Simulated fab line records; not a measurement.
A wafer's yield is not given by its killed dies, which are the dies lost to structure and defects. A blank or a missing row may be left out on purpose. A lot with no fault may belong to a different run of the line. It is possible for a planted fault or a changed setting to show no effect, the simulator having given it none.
Matching of chambers / flow n5 finfet / N5_MOL_CONTACT_COAG_ETCH_105 on rie diel-06: 4 sister chambers
The step etches SiARC in CF4, target depth 15.6 nm, time 26 s. 22 wafers are shown with their chamber, then 11 later ones without.

WAFERS, EACH WITH ITS CHAMBER
wafer=L075.1; chamber=2; showerhead plenum p Torr (Torr)=2.13; throttle valve pct (%)=15.73; oes product au (a.u.)=0.65
wafer=L075.4; chamber=0; showerhead plenum p Torr (Torr)=2.07; throttle valve pct (%)=15.56; oes product au (a.u.)=0.66
wafer=L075.6; chamber=2; showerhead plenum p Torr (Torr)=2.13; throttle valve pct (%)=15.72; oes product au (a.u.)=0.66
wafer=L078.1; chamber=2; showerhead plenum p Torr (Torr)=2.13; throttle valve pct (%)=15.73; oes product au (a.u.)=0.65
wafer=L078.2; chamber=1; showerhead plenum p Torr (Torr)=2.14; throttle valve pct (%)=15.92; oes product au (a.u.)=0.65
wafer=L078.3; chamber=0; showerhead plenum p Torr (Torr)=2.07; throttle valve pct (%)=15.57; oes product au (a.u.)=0.67
wafer=L082.1; chamber=3; showerhead plenum p Torr (Torr)=2.03; throttle valve pct (%)=15.90; oes product au (a.u.)=0.59
wafer=L082.4; chamber=2; showerhead plenum p Torr (Torr)=2.12; throttle valve pct (%)=15.75; oes product au (a.u.)=0.64
wafer=L082.5; chamber=0; showerhead plenum p Torr (Torr)=2.07; throttle valve pct (%)=15.59; oes product au (a.u.)=0.66
wafer=L084.1; chamber=1; showerhead plenum p Torr (Torr)=2.14; throttle valve pct (%)=15.94; oes product au (a.u.)=0.64
wafer=L084.2; chamber=2; showerhead plenum p Torr (Torr)=2.12; throttle valve pct (%)=15.75; oes product au (a.u.)=0.64
wafer=L084.4; chamber=0; showerhead plenum p Torr (Torr)=2.06; throttle valve pct (%)=15.62; oes product au (a.u.)=0.65
wafer=L085.3; chamber=1; showerhead plenum p Torr (Torr)=2.14; throttle valve pct (%)=15.95; oes product au (a.u.)=0.64
wafer=L085.4; chamber=2; showerhead plenum p Torr (Torr)=2.12; throttle valve pct (%)=15.76; oes product au (a.u.)=0.63
wafer=L085.5; chamber=0; showerhead plenum p Torr (Torr)=2.06; throttle valve pct (%)=15.63; oes product au (a.u.)=0.65
wafer=L087.2; chamber=1; showerhead plenum p Torr (Torr)=2.14; throttle valve pct (%)=15.96; oes product au (a.u.)=0.63
wafer=L087.4; chamber=2; showerhead plenum p Torr (Torr)=2.12; throttle valve pct (%)=15.78; oes product au (a.u.)=0.63
wafer=L087.5; chamber=1; showerhead plenum p Torr (Torr)=2.14; throttle valve pct (%)=15.96; oes product au (a.u.)=0.64
wafer=L088.3; chamber=1; showerhead plenum p Torr (Torr)=2.14; throttle valve pct (%)=15.96; oes product au (a.u.)=0.63
wafer=L088.4; chamber=0; showerhead plenum p Torr (Torr)=2.06; throttle valve pct (%)=15.64; oes product au (a.u.)=0.65
wafer=L088.5; chamber=1; showerhead plenum p Torr (Torr)=2.14; throttle valve pct (%)=15.95; oes product au (a.u.)=0.63
wafer=L091.3; chamber=2; showerhead plenum p Torr (Torr)=2.12; throttle valve pct (%)=15.80; oes product au (a.u.)=0.63

SIGNATURES (averages over the wafers above)
reading=showerhead plenum p Torr; chamber 0=2.0650; chamber 1=2.1400; chamber 2=2.1238; chamber 3=2.0300; scatter within a chamber=0.00433
reading=throttle valve pct; chamber 0=15.6017; chamber 1=15.9486; chamber 2=15.7525; chamber 3=15.9000; scatter within a chamber=0.0257
reading=oes product au; chamber 0=0.6567; chamber 1=0.6371; chamber 2=0.6412; chamber 3=0.5900; scatter within a chamber=0.00932
Rule: a wafer's distance from a chamber is the root of the sum, over the readings, of the square of ((its reading less the chamber's mean) divided by the reading's scatter). The wafer belongs to the nearest chamber; if the next one is less than 2 further off, it can't be placed. The scatter is the square root of a quotient: the sum, over the shown wafers, of each reading's squared deviation from its chamber's mean, divided by wafers minus chambers.

WAFERS WITHOUT THEIR CHAMBER
wafer=L091.4; showerhead plenum p Torr (Torr)=2.28; throttle valve pct (%)=15.43; oes product au (a.u.)=0.85
wafer=L091.5; showerhead plenum p Torr (Torr)=2.12; throttle valve pct (%)=15.79; oes product au (a.u.)=0.63
wafer=L092.1; showerhead plenum p Torr (Torr)=2.06; throttle valve pct (%)=15.66; oes product au (a.u.)=0.65
wafer=L092.2; showerhead plenum p Torr (Torr)=2.28; throttle valve pct (%)=15.45; oes product au (a.u.)=0.84
wafer=L092.5; showerhead plenum p Torr (Torr)=2.12; throttle valve pct (%)=15.79; oes product au (a.u.)=0.63
wafer=L095.1; showerhead plenum p Torr (Torr)=2.11; throttle valve pct (%)=15.80; oes product au (a.u.)=0.62
wafer=L095.4; showerhead plenum p Torr (Torr)=2.13; throttle valve pct (%)=15.97; oes product au (a.u.)=0.62
wafer=L095.6; showerhead plenum p Torr (Torr)=2.06; throttle valve pct (%)=15.67; oes product au (a.u.)=0.62
wafer=L097.1; showerhead plenum p Torr (Torr)=2.11; throttle valve pct (%)=15.82; oes product au (a.u.)=0.62
wafer=L097.2; showerhead plenum p Torr (Torr)=2.06; throttle valve pct (%)=15.67; oes product au (a.u.)=0.63
wafer=L097.5; showerhead plenum p Torr (Torr)=2.06; throttle valve pct (%)=15.68; oes product au (a.u.)=0.63

WHICH CHAMBER EACH ONE RAN IN
wafer=L091.4; from the rows above=can't be placed: 2 or 1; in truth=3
wafer=L091.5; from the rows above=2; in truth=2
wafer=L092.1; from the rows above=0; in truth=0
wafer=L092.2; from the rows above=can't be placed: 1 or 2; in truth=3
wafer=L092.5; from the rows above=2; in truth=2
wafer=L095.1; from the rows above=2; in truth=2
wafer=L095.4; from the rows above=1; in truth=1
wafer=L095.6; from the rows above=0; in truth=0
wafer=L097.1; from the rows above=2; in truth=2
wafer=L097.2; from the rows above=0; in truth=0
wafer=L097.5; from the rows above=0; in truth=0
9 of 11 placed correctly. Cannot be placed on the basis of these rows: 2; the candidates contain the true chamber in 0. Number placed wrongly: 0.
